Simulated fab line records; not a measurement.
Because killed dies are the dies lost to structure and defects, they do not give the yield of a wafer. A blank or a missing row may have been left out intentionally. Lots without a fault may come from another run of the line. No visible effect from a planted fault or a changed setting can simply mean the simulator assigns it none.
Which tool is to blame? -- flow n5 finfet -- 11 lots with 31 wafers sampled at 4 steps, on a route of 1938 steps

== WHAT THE GAUGES SHOWED, per wafer ==
The record holds no reading of a measuring or inspecting step that can be judged against a usual standard deviation.

== EACH LOT AND THE TOOL THAT RAN IT (in order: tool; ch and the chambers of the sampled wafers; start) ==
lot,N5_HKMG_FIN_ALD_36,N5_HKMG_FIN_DESCUM_17,N5_HKMG_FIN_ETCH_32,N5_HKMG_FIN_STRIP_89
L656,"ald metal-01 ch 0,2,3, day 5 02:26","rie diel-06 ch 1,2, day 5 03:33","rie diel-06 ch 1,2, day 5 03:38","rie diel-03 ch 0,2, day 5 04:55"
L658,"ald metal-01 ch 1,2,3, day 5 15:00","rie diel-03 ch 0,2,3, day 5 16:29","rie diel-03 ch 0,2,3, day 5 16:34","rie diel-06 ch 0,2,3, day 5 17:52"
L659,"ald metal-03 ch 0,2,3, day 5 23:37","rie diel-06 ch 0,1, day 6 00:53","rie diel-06 ch 0,1, day 6 00:58","rie diel-03 ch 0,2,3, day 6 02:16"
L661,"ald metal-01 ch 2,3, day 6 14:04","rie diel-06 ch 1,3, day 6 15:11","rie diel-06 ch 1,3, day 6 15:16","rie diel-03 ch 0,3, day 6 16:34"
L662,"ald metal-01 ch 0,1,2, day 7 02:05","rie diel-03 ch 1,2, day 7 03:27","rie diel-03 ch 1,2, day 7 03:32","rie diel-01 ch 0,3, day 7 04:53"
L668,"ald metal-01 ch 0,2,3, day 8 04:38","rie diel-06 ch 0,1, day 8 05:52","rie diel-06 ch 0,1, day 8 05:58","rie diel-06 ch 0,1,2, day 8 07:22"
L670,"ald metal-01 ch 0,2, day 8 12:14","rie diel-01 ch 0,1, day 8 13:21","rie diel-01 ch 0,1, day 8 13:26","rie diel-03 ch 2,3, day 8 14:44"
L669,"ald metal-01 ch 0,1,3, day 8 16:04","rie diel-06 ch 0,2,3, day 8 17:18","rie diel-06 ch 0,2,3, day 8 17:23","rie diel-01 ch 0,1,3, day 8 18:41"
L673,"ald metal-03 ch 0,1,2, day 9 07:54","rie diel-01 ch 0,1,2, day 9 09:08","rie diel-01 ch 0,1,2, day 9 09:14","rie diel-03 ch 0,1,2, day 9 10:31"
L674,"ald metal-01 ch 2,3, day 9 17:44","rie diel-01 ch 0,2, day 9 18:55","rie diel-01 ch 0,2, day 9 19:01","rie diel-01 ch 1,2, day 9 20:20"
L675,"ald metal-01 ch 0,1,2, day 9 23:14","rie diel-01 ch 1,3, day 10 00:20","rie diel-01 ch 1,3, day 10 00:26","rie diel-03 ch 0,1,3, day 10 01:44"
- N5_HKMG_FIN_ALD_36: deposits TiN, target thk 1 nm, pulse time 1 s, purge time 3 s.
- N5_HKMG_FIN_DESCUM_17: chemistry O2, time 7.9 s.
- N5_HKMG_FIN_ETCH_32: etches SOC in N2/H2, target depth 240 nm, time 300 s.
- N5_HKMG_FIN_STRIP_89: strips SOC in N2/H2, time 20 s.

== WHAT THE TOOLS THEMSELVES READ (means of the sampled wafers that have a number; where no wafer has one, the mark that the record gives instead) ==
N5_HKMG_FIN_ALD_36.
lot,tool,heater power w (W),precursor pulse height rel
L656,ald metal-01,852,0.985
L658,ald metal-01,913,1.007
L659,ald metal-03,774,0.995
L661,ald metal-01,914,0.978
L662,ald metal-01,900,1.025
L668,ald metal-01,873,1.001
L670,ald metal-01,902,1.001
L669,ald metal-01,857,0.997
L673,ald metal-03,832,0.985
L674,ald metal-01,880,1.010
L675,ald metal-01,888,0.994

N5_HKMG_FIN_DESCUM_17.
lot,tool,drypump motor current A (A),oes product au (a.u.),rf vpp V (V),showerhead plenum p Torr (Torr),throttle valve pct (%)
L656,rie diel-06,5.8,0.75,243.2,2.10,20.4
L658,rie diel-03,5.9,0.79,242.6,2.07,20.3
L659,rie diel-06,6.2,0.75,244.7,2.16,20.5
L661,rie diel-06,5.9,0.80,244.1,2.13,20.4
L662,rie diel-03,5.4,0.77,242.9,2.08,20.2
L668,rie diel-06,6.2,0.75,243.4,2.15,20.5
L670,rie diel-01,6.1,0.74,242.5,2.05,20.4
L669,rie diel-06,5.5,0.79,243.3,2.14,20.4
L673,rie diel-01,6.2,0.80,243.1,2.10,20.5
L674,rie diel-01,6.3,0.83,244.5,2.16,20.6
L675,rie diel-01,6.1,0.70,242.3,2.05,20.8

N5_HKMG_FIN_ETCH_32.
lot,tool,bias w (W),drypump motor current A (A),oes product au (a.u.),rf fwd power W (W),rf vpp V (V),showerhead plenum p Torr (Torr),throttle valve pct (%)
L656,rie diel-06,150.3,5.8,0.73,839.8,524.5,2.58,17.89
L658,rie diel-03,149.4,5.9,0.78,838.9,523.8,2.51,17.69
L659,rie diel-06,150.2,6.2,0.74,840.2,526.2,2.63,18.00
L661,rie diel-06,150.2,5.9,0.78,836.1,526.4,2.60,17.95
L662,rie diel-03,150.0,5.4,0.75,835.7,524.8,2.57,17.83
L668,rie diel-06,149.7,6.3,0.48,332.6,706.5,2.63,17.99
L670,rie diel-01,149.7,6.2,0.72,838.7,522.7,2.48,17.73
L669,rie diel-06,150.4,5.5,0.52,334.1,704.3,2.58,17.69
L673,rie diel-01,150.0,6.2,0.77,836.9,524.8,2.54,17.82
L674,rie diel-01,150.3,6.3,0.81,836.2,527.1,2.62,17.92
L675,rie diel-01,149.7,6.1,0.72,839.2,521.3,2.47,18.04

N5_HKMG_FIN_STRIP_89.
lot,tool,drypump motor current A (A),oes product au (a.u.),rf vpp V (V),showerhead plenum p Torr (Torr),throttle valve pct (%)
L656,rie diel-03,5.6,0.74,54.6,3.37,18.95
L658,rie diel-06,5.5,0.81,54.0,3.43,18.72
L659,rie diel-03,5.9,0.78,54.6,3.32,18.84
L661,rie diel-03,6.2,0.80,54.5,3.29,18.79
L662,rie diel-01,6.3,0.74,54.0,3.38,19.30
L668,rie diel-06,5.9,0.74,54.0,3.43,18.97
L670,rie diel-03,6.0,0.79,54.1,3.30,18.72
L669,rie diel-01,6.2,0.73,52.7,3.33,19.09
L673,rie diel-03,5.7,0.75,54.0,3.36,18.99
L674,rie diel-01,6.1,0.79,54.4,3.30,18.77
L675,rie diel-03,6.0,0.78,54.4,3.32,18.86

== THE ANSWER, worked out from the rows above alone ==
Rule: usual is defined by the lots themselves. Put in order of their means at a reading, lots are off if they are a third of the lots or fewer, leave a main group of 4 or more, and stand apart from it by a gap of 3 or more times the standard deviation of the main group's means; of several such gaps the widest counts. A main group is skipped when, at the precision printed for the reading in the tables above, its means are all equal. A lot without any number at a reading at which 4 lots or more have one is off too. All remaining lots with rows at the step are treated as sound. Order of review: gauges by route order, followed by the tools' own readings, for which a lot's mean as printed above is used. At the first step where some lot is off, the reading lying furthest off is the one used; lots without a number count as furthest.
Off, at N5_HKMG_FIN_ETCH_32 on rf fwd power W: L668, L669. The main group: mean 838.0 W, standard deviation 1.6.
A tool fits if, at that step or a process step before it, it ran every lot that is off, and no sound lot after the first of them. One fits: N5_HKMG_FIN_DESCUM_17 and N5_HKMG_FIN_ETCH_32 on rie diel-06. At N5_HKMG_FIN_DESCUM_17 its last sound lot is L661 (day 6 15:11), its first lot that is off L668 (day 8 05:52): a fault that began between those two fits.

== WHAT THE SIMULATOR PUT IN ==
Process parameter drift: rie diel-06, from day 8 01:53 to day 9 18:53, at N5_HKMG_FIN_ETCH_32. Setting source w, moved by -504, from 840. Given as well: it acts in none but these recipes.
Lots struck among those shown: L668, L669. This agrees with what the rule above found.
